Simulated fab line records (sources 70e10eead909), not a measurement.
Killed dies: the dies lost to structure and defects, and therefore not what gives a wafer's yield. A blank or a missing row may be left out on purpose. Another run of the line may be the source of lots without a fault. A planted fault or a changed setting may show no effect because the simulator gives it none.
fab line records ; flow nand_harc
record lots=15; wafers=45; last_day=24
route steps=1159 shown A_CHANNEL_HOLE_D1@484 A_CHANNEL_FILL_D1@513
lots that met no fault: taken from a fault-free run of the same line
start_h: hours from the record's opening day to when the first of the lot's shown wafers began ; wait_h: hours since the lot's step before ; " as in the row above ; L1.1+2: a row that stands for several wafers ; - either no value or no given start ; * or withheld: withheld ; < > ~ a bound
route shown NAME@n: names a module that has steps shown in the file, with the first one's number in the route ; usual: mean and standard deviation over wafers with no fault ; same: alike in all rows ; chamber/n: place in a boat ; sites: the reading at each site ; _std_site: the standard deviation of these ; _edge_site: mean of outer sites minus mean of inner sites ; radius_mm: how far each site lies from the wafer's centre ; mask NAME#n: copy n ; behind: tool/chamber where the wafer was last shaped ; hold: why the lot was held/for how many hours/how that ended ; device: the transistor (n, p or np) that didn't switch ; end of line: the same wafers' tests at the end of the route ; where a step has no rows: the recipe by itself ; killed: count of dies lost to structure and defects at first sort (not the wafer's yield) ; map: shows each die of a wafer: x if killed, . if not, _ if none is there
set.NAME: the setting as run; set.NAME@STEP: as run at that earlier step ; model.NAME: the simulator's own value behind a step, which no gauge read
steps of the route over a sample of lots; a table a step, a row a wafer
services: a tool's chamber out of use, with start hour (start_h, from the record's first day; less than 0 if before it), hours out, and reason
## steps
# step NHARC_A_CHANNEL_HOLE_D1_STRIP_27
# recipe o2_flow_sccm=500; ar_flow_sccm=0; bias_w=0; chemistry=O2
# usual drypump_motor_current_A=5.7/0.49; oes_product_au=0.999/0.012; rf_vpp_V=57.8/0.88; showerhead_plenum_p_Torr=3.57/0.15; throttle_valve_pct=17.037/0.0091
lot.wafer;tool;chamber;start_h;wait_h;drypump_motor_current_A;oes_product_au;rf_hours_counter_h;rf_vpp_V;showerhead_plenum_p_Torr;throttle_valve_pct
L387.2;rie_diel-03;2;-;-;5.3;1.004;8.4;57.4;3.62;17.028
L387.4;rie_diel-03;0;-;-;5.6;1.018;8.1;57.6;3.79;17.037
L387.6;rie_diel-03;1;-;-;6.1;1.009;-;58.3;3.37;17.043
L388.3;rie_diel-05;1;-;-;6.7;1.009;0.8;57.3;3.76;17.035
L388.1;rie_diel-05;3;-;-;5.7;0.996;1.2;58.2;3.55;17.043
L388.6;rie_diel-05;1;-;-;6.7;1.010;-;58.3;3.76;17.053
L389.2;rie_diel-10;0;-;-;5.8;1.006;0.8;58.2;3.42;17.040
L389.1;rie_diel-10;1;-;-;5.7;0.997;0.7;57.9;3.42;17.041
L389.6;rie_diel-10;2;-;-;5.3;1.006;-;56.7;3.39;17.037
L391.1;rie_diel-05;0;-;-;5.5;1.009;2.0;58.3;3.67;17.020
L391.6;rie_diel-05;2;-;-;5.3;0.997;-;55.7;3.46;17.029
L391.5;rie_diel-05;3;-;-;5.7;0.999;-;58.1;3.55;17.034
L394.4;rie_diel-05;2;-;-;5.3;1.014;3.4;57.4;3.46;17.045
L394.2;rie_diel-05;0;-;-;5.5;1.005;3.1;57.9;3.67;17.029
L394.6;rie_diel-05;1;-;-;6.7;1.007;-;58.1;3.76;17.042
L396.2;rie_diel-05;3;-;-;5.7;0.998;3.7;59.1;3.55;17.032
L396.6;rie_diel-05;3;-;-;5.7;0.994;-;58.3;3.55;17.027
L396.5;rie_diel-05;0;-;-;5.5;0.996;-;58.8;3.67;17.041
L400.1;rie_diel-05;0;-;-;5.5;1.006;4.9;58.5;3.67;17.021
L400.6;rie_diel-05;2;-;-;5.3;1.015;-;56.6;3.46;17.042
L400.5;rie_diel-05;3;-;-;5.7;0.993;-;58.3;3.55;17.040
L398.3;rie_diel-03;0;-;-;5.6;1.026;1.8;57.3;3.79;17.036
L398.2;rie_diel-03;2;-;-;5.3;1.011;1.2;55.7;3.61;17.041
L398.5;rie_diel-03;1;-;-;6.1;1.022;-;58.3;3.36;17.012
L401.3;rie_diel-03;2;-;-;5.3;0.998;2.1;58.6;3.61;17.037
L401.1;rie_diel-03;1;-;-;6.1;1.008;2.9;58.2;3.36;17.031
L401.6;rie_diel-03;2;-;-;5.3;1.011;-;57.2;3.61;17.034
L402.2;rie_diel-10;2;-;-;5.3;0.983;8.5;57.0;3.38;17.050
L402.6;rie_diel-10;3;-;-;5.0;1.001;-;58.1;3.77;17.043
L402.5;rie_diel-10;0;-;-;5.8;1.007;-;58.4;3.41;17.035
L405.2;rie_diel-03;0;-;-;5.6;1.025;4.3;56.9;3.79;17.043
L405.4;rie_diel-03;2;-;-;5.3;1.005;2.3;59.4;3.61;17.052
L405.6;rie_diel-03;3;-;-;6.4;0.983;-;56.9;3.46;17.027
L406.2;rie_diel-03;2;-;-;5.3;1.007;4.5;57.1;3.61;17.036
L406.1;rie_diel-03;0;-;-;5.6;1.027;6.7;59.0;3.78;17.018
L406.6;rie_diel-03;3;-;-;6.4;0.966;-;58.0;3.46;17.019
L408.1;rie_diel-05;1;-;-;6.7;0.999;7.2;58.2;3.75;17.030
L408.3;rie_diel-05;2;-;-;5.3;1.011;8.0;57.0;3.45;17.030
L408.6;rie_diel-05;1;-;-;6.7;1.003;-;56.9;3.75;17.032
L407.2;rie_diel-10;0;-;-;5.8;1.013;10.7;57.2;3.41;17.040
L407.6;rie_diel-10;3;-;-;5.0;0.995;-;58.5;3.76;17.034
L407.5;rie_diel-10;0;-;-;5.8;1.006;-;57.5;3.41;17.044
L409.4;rie_diel-05;0;-;-;5.5;0.993;8.6;59.0;3.67;17.044
L409.1;rie_diel-05;1;-;-;6.7;0.983;8.1;57.5;3.75;17.032
L409.5;rie_diel-05;0;-;-;5.5;0.983;-;57.7;3.67;17.043
# step NHARC_A_CHANNEL_HOLE_D1_CD_MEAS_30
# usual cd_nm=89.8/1.7
lot.wafer;tool;chamber;start_h;wait_h;cd_nm
L387.2;cd_sem-03;-;170.66;-;89.2
L387.4;cd_sem-03;-;170.66;-;88.9
L387.6;cd_sem-03;-;170.66;-;93.6
L388.1;cd_sem-02;-;194.22;-;90.9
L388.3;cd_sem-02;-;194.22;-;90.1
L388.6;cd_sem-02;-;194.22;-;90.1
L389.1;cd_sem-03;-;194.45;-;89.9
L389.2;cd_sem-03;-;194.45;-;88.8
L389.6;cd_sem-03;-;194.45;-;87.4
L391.1;cd_sem-01;-;211.33;-;91.0
L391.5;cd_sem-01;-;211.33;-;87.8
L391.6;cd_sem-01;-;211.33;-;88.4
L394.2;cd_sem-03;-;223.54;-;89.1
L394.4;cd_sem-03;-;223.54;-;91.7
L394.6;cd_sem-03;-;223.54;-;89.5
L396.2;cd_sem-03;-;230.77;-;88.8
L396.5;cd_sem-03;-;230.77;-;89.0
L396.6;cd_sem-03;-;230.77;-;89.5
L400.1;cd_sem-03;-;253.61;-;90.2
L400.5;cd_sem-03;-;253.61;-;89.0
L400.6;cd_sem-03;-;253.61;-;90.0
L398.2;cd_sem-02;-;260.11;-;89.2
L398.3;cd_sem-02;-;260.11;-;90.1
L398.5;cd_sem-02;-;260.11;-;90.6
L401.1;cd_sem-01;-;269.98;-;91.3
L401.3;cd_sem-01;-;269.98;-;88.1
L401.6;cd_sem-01;-;269.98;-;88.8
L402.2;cd_sem-03;-;271.32;-;89.7
L402.5;cd_sem-03;-;271.32;-;89.7
L402.6;cd_sem-03;-;271.32;-;91.3
L405.2;cd_sem-02;-;283.11;-;90.1
L405.4;cd_sem-02;-;283.11;-;89.8
L405.6;cd_sem-02;-;283.11;-;90.6
L406.1;cd_sem-02;-;302.21;-;90.5
L406.2;cd_sem-02;-;302.21;-;88.3
L406.6;cd_sem-02;-;302.21;-;89.7
L408.1;cd_sem-01;-;303.25;-;89.7
L408.3;cd_sem-01;-;303.25;-;90.6
L408.6;cd_sem-01;-;303.25;-;93.8
L407.2;cd_sem-02;-;306.20;-;91.0
L407.5;cd_sem-02;-;306.20;-;91.4
L407.6;cd_sem-02;-;306.20;-;90.7
L409.1;cd_sem-01;-;314.11;-;90.6
L409.4;cd_sem-01;-;314.11;-;92.1
L409.5;cd_sem-01;-;314.11;-;90.5
# step NHARC_A_CHANNEL_FILL_D1_CMP_10
# recipe target_thk_nm=150
# usual motor_current_A=12.0/0.86; time_to_endpoint_s=15.6/2.9
lot.wafer;tool;chamber;start_h;wait_h;motor_current_A;time_to_endpoint_s
L387.4;cmp-02;3;218.08;0.4;12.4;13.3
L387.2;cmp-02;2;218.08;0.4;13.1;18.1
L387.6;cmp-02;3;218.08;0.4;12.7;15.4
L389.1;cmp-02;0;241.89;0.4;11.2;12.1
L389.2;cmp-02;2;241.89;0.4;13.7;15.4
L389.6;cmp-02;0;241.89;0.4;11.2;12.7
L388.3;cmp-01;0;241.94;0.4;10.1;14.3
L388.1;cmp-01;1;241.94;0.4;12.3;17.4
L388.6;cmp-01;0;241.94;0.4;10.9;14.6
L391.1;cmp-01;0;260.05;0.4;10.7;10.0
L391.6;cmp-01;0;260.05;0.4;10.3;15.3
L391.5;cmp-01;1;260.05;0.4;12.6;14.1
L394.2;cmp-04;3;275.56;0.4;11.9;15.3
L394.4;cmp-04;2;275.56;0.4;11.1;16.2
L394.6;cmp-04;3;275.56;0.4;12.1;19.6
L396.2;cmp-02;1;286.22;0.4;13.2;17.4
L396.5;cmp-02;3;286.22;0.4;12.0;14.8
L396.6;cmp-02;0;286.22;0.4;10.9;14.0
L400.1;cmp-02;3;303.54;0.4;12.3;17.8
L400.5;cmp-02;1;303.54;0.4;12.5;18.6
L400.6;cmp-02;2;303.54;0.4;12.8;21.1
L398.3;cmp-02;1;311.33;0.4;12.8;21.3
L398.2;cmp-02;3;311.33;0.4;13.2;17.5
L398.5;cmp-02;2;311.33;0.4;13.3;20.4
L401.1;cmp-04;1;319.23;0.4;11.2;17.7
L401.3;cmp-04;2;319.23;0.4;11.4;16.7
L401.6;cmp-04;1;319.23;0.4;11.8;17.3
L402.2;cmp-01;0;319.26;0.4;10.4;13.4
L402.5;cmp-01;2;319.26;0.4;11.4;16.4
L402.6;cmp-01;3;319.26;0.4;11.5;16.9
L405.4;cmp-01;2;332.03;0.4;12.0;12.8
L405.2;cmp-01;0;332.03;0.4;10.8;13.0
L405.6;cmp-01;2;332.03;0.4;11.6;14.6
L406.2;cmp-01;2;355.22;0.4;11.5;13.3
L406.1;cmp-01;0;355.22;0.4;10.3;11.6
L406.6;cmp-01;1;355.22;0.4;12.2;14.2
L407.2;cmp-04;0;355.37;0.6;11.8;9.7
L407.6;cmp-04;1;355.37;0.6;12.1;13.6
L407.5;cmp-04;2;355.37;0.6;11.7;14.2
L408.1;cmp-02;1;355.37;0.6;13.0;16.2
L408.3;cmp-02;2;355.37;0.6;13.3;20.0
L408.6;cmp-02;0;355.37;0.6;11.6;13.8
L409.4;cmp-02;2;363.23;0.4;13.0;19.9
L409.1;cmp-02;1;363.23;0.4;12.8;15.7
L409.5;cmp-02;2;363.23;0.4;13.1;21.5
# step NHARC_A_CHANNEL_FILL_D1_RTA_24
# recipe temp_c=1000; time_s=5
# usual anneal_temp_c_max=1005.1/3; lamp_power_pct=29.2/1.7; wafer_temp_C_max=1003.9/1.2
lot.wafer;tool;chamber;start_h;wait_h;anneal_temp_c_max;lamp_power_pct;wafer_temp_C_max
L387.2;rtp_anneal-02;0;218.54;0.1;1003.9;27.6;1002.7
L387.4;rtp_anneal-02;0;218.54;0.1;1002.5;27.6;1003.8
L387.6;rtp_anneal-02;0;218.54;0.1;1003.5;27.6;1002.6
L389.1;rtp_anneal-01;0;242.30;0.0;1010.7;31.0;1005.9
L389.2;rtp_anneal-01;0;242.30;0.0;1006.4;31.1;1005.1
L389.6;rtp_anneal-01;0;242.30;0.0;1007.8;31.1;1003.8
L388.1;rtp_anneal-02;0;242.33;0.0;1001.8;27.6;1003.1
L388.3;rtp_anneal-02;0;242.33;0.0;1002.4;27.6;1002.5
L388.6;rtp_anneal-02;0;242.33;0.0;1002.1;27.6;1003.2
L391.1;rtp_anneal-01;0;260.47;0.0;1006.3;31.0;1004.2
L391.5;rtp_anneal-01;0;260.47;0.0;1006.7;31.1;1005.7
L391.6;rtp_anneal-01;0;260.47;0.0;1005.7;31.0;1005.3
L394.2;rtp_anneal-01;0;276.14;0.2;1009.2;31.0;1004.8
L394.4;rtp_anneal-01;0;276.14;0.2;1008.0;31.0;1005.1
L394.6;rtp_anneal-01;0;276.14;0.2;1010.4;31.1;1004.5
L396.2;rtp_anneal-02;0;286.61;0.1;1001.4;27.6;1004.2
L396.5;rtp_anneal-02;0;286.61;0.1;1002.3;27.6;1003.5
L396.6;rtp_anneal-02;0;286.61;0.1;1002.2;27.6;1002.0
L400.1;rtp_anneal-01;0;303.91;0.0;1009.2;31.0;1006.1
L400.5;rtp_anneal-01;0;303.91;0.0;1007.1;31.1;1005.5
L400.6;rtp_anneal-01;0;303.91;0.0;1008.1;31.1;1005.1
L398.2;rtp_anneal-02;-;312.03;0.3;-;-;-
L398.3;rtp_anneal-02;-;312.03;0.3;-;-;-
L398.5;rtp_anneal-02;-;312.03;0.3;-;-;-
L401.1;rtp_anneal-01;-;319.63;0.0;-;-;-
L401.3;rtp_anneal-01;-;319.63;0.0;-;-;-
L401.6;rtp_anneal-01;-;319.63;0.0;-;-;-
L402.2;rtp_anneal-02;-;319.65;0.1;-;-;-
L402.5;rtp_anneal-02;-;319.65;0.1;-;-;-
L402.6;rtp_anneal-02;-;319.65;0.1;-;-;-
L405.2;rtp_anneal-02;0;332.48;0.1;1003.0;27.6;1002.6
L405.4;rtp_anneal-02;0;332.48;0.1;1002.6;27.6;1003.2
L405.6;rtp_anneal-02;0;332.48;0.1;1002.7;27.6;1003.5
L406.1;rtp_anneal-02;0;355.62;0.0;1002.6;27.6;1002.6
L406.2;rtp_anneal-02;0;355.62;0.0;1003.2;27.6;1002.7
L406.6;rtp_anneal-02;0;355.62;0.0;1003.0;27.6;1002.5
L407.2;rtp_anneal-01;0;355.74;0.1;1008.3;31.0;1004.5
L407.5;rtp_anneal-01;0;355.74;0.1;1007.2;31.0;1005.6
L407.6;rtp_anneal-01;0;355.74;0.1;1010.4;31.1;1007.0
L408.1;rtp_anneal-02;0;355.79;0.1;1002.2;27.6;1003.6
L408.3;rtp_anneal-02;0;355.79;0.1;1003.8;27.6;1003.2
L408.6;rtp_anneal-02;0;355.79;0.1;1002.1;27.6;1005.2
L409.1;rtp_anneal-02;0;363.65;0.0;1001.7;27.6;1002.3
L409.4;rtp_anneal-02;0;363.65;0.0;1002.7;27.6;1003.1
L409.5;rtp_anneal-02;0;363.65;0.0;1003.3;27.6;1002.5
## services
tool;chamber;start_h;hours;kind
rie_diel-03;2;157.31;12.0;repair
rie_diel-10;2;161.02;4.8;repair
rie_diel-05;-;163.70;9.0;pm
rie_diel-10;0;165.64;6.9;repair
rie_diel-10;-;176.50;9.0;pm
cmp-01;-;179.54;4.0;pm
rie_diel-03;3;189.59;19.7;repair
rie_diel-03;2;195.69;7.1;repair
cmp-02;-;197.89;0.6;repair
cmp-02;-;203.08;0.8;repair
rie_diel-03;-;215.30;9.0;pm
cmp-02;-;226.50;4.0;pm
cmp-02;-;244.09;0.6;repair
cmp-01;-;251.72;2.8;repair
rie_diel-03;2;271.64;4.0;repair
cmp-01;-;277.68;4.0;pm
rie_diel-03;1;294.59;8.8;repair
rtp_anneal-02;-;300.00;12.0;pm
cmp-02;-;320.30;2.4;repair
cmp-02;-;324.50;4.0;pm
cmp-02;-;338.31;0.3;repair
rie_diel-05;-;340.73;9.0;pm
cmp-01;-;341.36;0.2;repair
rie_diel-03;3;348.99;15.0;repair
## key
first_sign step=NHARC_A_CHANNEL_FILL_D1_RTA_24; reading=tool_record; direction=missing
effect none on later readings
met_at NHARC_A_CHANNEL_FILL_D1_RTA_24
struck_lots L398,L401,L402
later_rows_left_out L398.2,L398.3,L398.5,L401.1,L401.3,L401.6,L402.2,L402.5,L402.6
sort_left_out L398.2,L398.3,L398.5,L401.1,L401.3,L401.6,L402.2,L402.5,L402.6
tester_left_out L398,L401,L402
not_acting_at NHARC_A_CHANNEL_HOLE_D1_STRIP_27,NHARC_A_CHANNEL_HOLE_D1_CD_MEAS_30,NHARC_A_CHANNEL_FILL_D1_CMP_10
onset_between 303.91 312.03
fault kind=skipped_step_whole; tool=rtp_anneal-01,rtp_anneal-02; chamber=-; onset_h=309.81; steps=NHARC_A_CHANNEL_FILL_D1_RTA_24; scope=struck_lots_only
# tester_left_out: of these lots the tester's yield and bins aren't shown, on N5 and GAA mostly nor the transistor test; their killed dies are dies lost to structure and defects alone, not to doping, threshold or leakage, so they don't give the yield
# sort_left_out: the simulated sort isn't trusted on such a fault, so these wafers' sort isn't shown, and their yield isn't known
# later_rows_left_out: the simulator's readings of these wafers behind a module that went badly wrong aren't trusted and aren't shown, but for the sort
